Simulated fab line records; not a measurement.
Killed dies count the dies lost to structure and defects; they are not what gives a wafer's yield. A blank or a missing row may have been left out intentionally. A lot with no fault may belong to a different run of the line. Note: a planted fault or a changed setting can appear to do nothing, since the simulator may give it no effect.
2 desks looking at one fault -- flow n5_finfet -- every desk sees just its own numbers, and what lay behind them comes last

## AT THE TOOL OWNER'S DESK: rie_diel-06
The tool's own readings at N5_PASSIVATION_ETCH_54 (etches SiO2 in CHF3/O2, target depth 880 nm, time 440 s): means of the sampled wafers that have a number, for each lot that ran on this tool. The brackets show how far a lot's mean lies from the usual mean; more than 4 standard deviations puts the lot out of limits, marked OUT.
Columns: A = chamber_pressure_mTorr at N5_PASSIVATION_ETCH_54, usual 30.000 mTorr; B = drypump_motor_current_A at N5_PASSIVATION_ETCH_54, usual 5.69 A; C = oes_ar_750_au at N5_PASSIVATION_ETCH_54, usual 0.81 a.u.; D = oes_product_au at N5_PASSIVATION_ETCH_54, usual 0.81 a.u.; E = rf_vpp_V at N5_PASSIVATION_ETCH_54, usual 526 V; F = showerhead_plenum_p_Torr at N5_PASSIVATION_ETCH_54, usual 2.45 Torr; G = throttle_valve_pct at N5_PASSIVATION_ETCH_54, usual 18.69 %
lot,first seen here,A,B,C,D,E,F,G
L888,day 14 06:07,30.015,5.63,0.79,0.79,528,2.53,18.76
L891,day 14 18:05,29.957,5.64,0.79,0.79,532,2.46,18.70
L899,day 17 01:22,29.996,5.68,0.78,0.78,532,2.52,18.74
L901,day 17 22:34,29.930,5.68,0.78,0.77,536,2.43,18.65
L902,day 18 01:12,29.995,5.54,0.81,0.80,529,2.44,18.57
This desk's verdict: no lot among the 5 shows anything out of limits.

## AT THE METROLOGY DESK
Means of the sampled wafers that have a number, per lot and without regard to the tool the lot ran on: this is what the gauges read. The brackets show how far a lot's mean lies from the usual mean; more than 4 standard deviations puts the lot out of limits, marked OUT. Shown here are 7 of its 11 readings, the ones lying furthest out on some lot.
Columns: A = DIBL_N at N5_BEOL_M4_RC_MEAS_101, usual 35.1 mV/V; B = DIBL_P at N5_BEOL_M4_RC_MEAS_101, usual 34.9 mV/V; C = IOFF_P at N5_BEOL_M4_RC_MEAS_101, usual 0.21 nA/um; D = ION_N at N5_BEOL_M4_RC_MEAS_101, usual 671 uA/um; E = SS_N at N5_BEOL_M4_RC_MEAS_101, usual 71.2 mV/dec; F = VT_N at N5_BEOL_M4_RC_MEAS_101, usual 251 mV; G = VT_P at N5_BEOL_M4_RC_MEAS_101, usual -250 mV
lot,first seen here,A,B,C,D,E,F,G
L888,day 8 23:17,34.2,34.0,0.20,674,70.7,252,-249
L890,day 9 06:34,33.7,33.3,0.14,660,70.4,254,-257
L891,day 9 19:20,32.2,32.3,0.19,662,71.0,252,-247
L899,day 12 19:42,35.3,36.5,0.21,679,71.7,249,-250
L901,day 13 04:05,36.6,35.3,0.25,665,71.7,254,-246
L902,day 13 23:33,35.2,33.8,0.18,653,70.9,255,-254
L905,day 14 05:44,34.4,33.8,0.19,662,71.0,253,-250
L906,day 14 18:48,36.0,36.3,0.23,668,71.3,251,-249
L907,day 14 19:01,35.7,36.8,0.22,677,71.3,250,-249
This desk's verdict: no lot among the 9 shows anything out of limits.

## TAKEN TOGETHER
Nothing out of limits was seen by the tool owner's desk.
From the metrology desk's view, nothing was out of limits.

## WHAT THE SIMULATOR HAD PUT IN
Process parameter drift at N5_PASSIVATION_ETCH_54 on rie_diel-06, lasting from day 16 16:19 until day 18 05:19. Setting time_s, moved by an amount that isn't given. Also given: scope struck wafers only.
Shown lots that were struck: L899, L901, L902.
